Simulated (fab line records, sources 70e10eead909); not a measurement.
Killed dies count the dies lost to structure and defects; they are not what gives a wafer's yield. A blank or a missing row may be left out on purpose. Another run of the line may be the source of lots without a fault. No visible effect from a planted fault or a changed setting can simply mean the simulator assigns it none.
Problem report, 8D (eight disciplines) form, completed by code || flow nand harc || the parts of the form that need people (team, actions taken, sign-off) are left out

== 1. WHAT IS WRONG ==
A mean of 27.9 s is read at NHARC_A_DECK1_JOINT_ETCHBACK_00 for run length s, taken on 1 wafer of 1 lot, against 38.6 s (standard deviation 0.42) on wafers free of any fault. That puts it -25 standard deviations away from the usual mean.
The step: etches the open film in HBr, target depth 30 nm, time 17.4 s.
The first sign was on wafer L967.5 at day 18 10:35, on rie si-01. The record has a number at this step for 36 wafers belonging to 12 lots. By rule, "out" or "out of limits" means more than 4 standard deviations away from the usual mean. The rest of the wafers with a number are treated as sound.

== 2. WHAT IT IS AND WHAT IT IS NOT ==
{"question": "which readings at this step", "is": "run length s", "is not": "drypump motor current A, oes product au, throttle valve pct"}
{"question": "which lots", "is": "L967", "is not": "L952, L954, L956, L957, L958, L962, L966, L970, L971, L972, L973"}
{"question": "which wafers of those lots", "is": "L967.5", "is not": "L967.1, L967.3"}
{"question": "read on which tools", "is": "rie si-01", "is not": "rie si-03, rie si-05"}
{"question": "when", "is": "from day 18 10:35", "is not": "up to then (20 sound wafers); but 15 sound wafers of L966, L970, L971, L972, L973 came after"}

== 3. SUSPECTS, AND WHAT RULES EACH OUT ==
Counting: any tool at a process step up to the reading remains a suspect provided it ran every lot that is out. Sound lots after the first of them don't rule it out here, since some wafers of a struck lot are sound.
- ald hk-01 at NHARC_A_CHANNEL_FILL_D1_ALD_25 (deposits SiOx, target thk 60 nm, pulse time 10 s, ald cycles 600): kept. L967, the lot that is out, went through it at day 17 12:56; up to then, the latest sound lot through it was L952 at day 11 14:15.
- rie diel-06 at NHARC_A_CHANNEL_FILL_D1_ETCHBACK_08 (etches the open film in C4F8, target depth 220 nm, time 110 s): kept. L967, the lot that is out, went through it at day 18 10:35; up to then, the latest sound lot through it was L957 at day 13 19:28. NHARC_A_CHANNEL_FILL_D1_ETCHBACK_08: start missing for some lots; hours and lot order therefore follow NHARC_A_DECK1_JOINT_ETCHBACK_00.
- rie si-01 at NHARC_A_DECK1_JOINT_ETCHBACK_00 (etches the open film in HBr, target depth 30 nm, time 17.4 s): kept. L967, the lot that is out, went through it at day 18 10:35; up to then, the latest sound lot through it was L962 at day 16 07:26. Its own readings are out on those wafers: run length s.
- In rie si-01 at NHARC_A_DECK1_JOINT_ETCHBACK_00, the wafers that are out were processed in chamber 0 and their sound lot-mates in chambers 1, 3.
ald hk-01 at NHARC_A_CHANNEL_FILL_D1_ALD_25, rie diel-06 at NHARC_A_CHANNEL_FILL_D1_ETCHBACK_08 and rie si-01 at NHARC_A_DECK1_JOINT_ETCHBACK_00 are what is left after counting.

== 4. THE CAUSE (what the simulator had put in) ==
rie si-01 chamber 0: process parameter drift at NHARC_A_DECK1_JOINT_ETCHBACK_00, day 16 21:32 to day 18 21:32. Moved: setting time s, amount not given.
Counting left 3 suspects, and this tool is among them.

== 5. SEQUENCE OF EFFECTS, ordered by route ==
One row per reading whose mean, taken over the struck wafers that have a number, lies over 3 standard deviations from the usual. Only readings whose record carries a usual standard deviation are examined. hours: median over the lots of the time between each lot's start at the first step of this table that gives one and its start at this step. sigmas: the change, counted in usual standard deviations.
{"hours": 0, "step": "NHARC_A_DECK1_JOINT_ETCHBACK_00", "reading": "run length s", "usual": "38.6 s", "on struck wafers": 27.9, "change": -10.7, "sigmas": -25}
Its process steps:
- NHARC_A_DECK1_JOINT_ETCHBACK_00: etches the open film in HBr, target depth 30 nm, time 17.4 s.
Later steps that measure or inspect, where all struck wafers having a row at the step show a number for every such reading and not one has moved that far: NHARC_END_SORT_01.

== 6. HOW IT WOULD HAVE BEEN CAUGHT EARLIER ==
First out-of-limits reading in this record: day 18 10:35, which is 37 hours after fault onset at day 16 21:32.
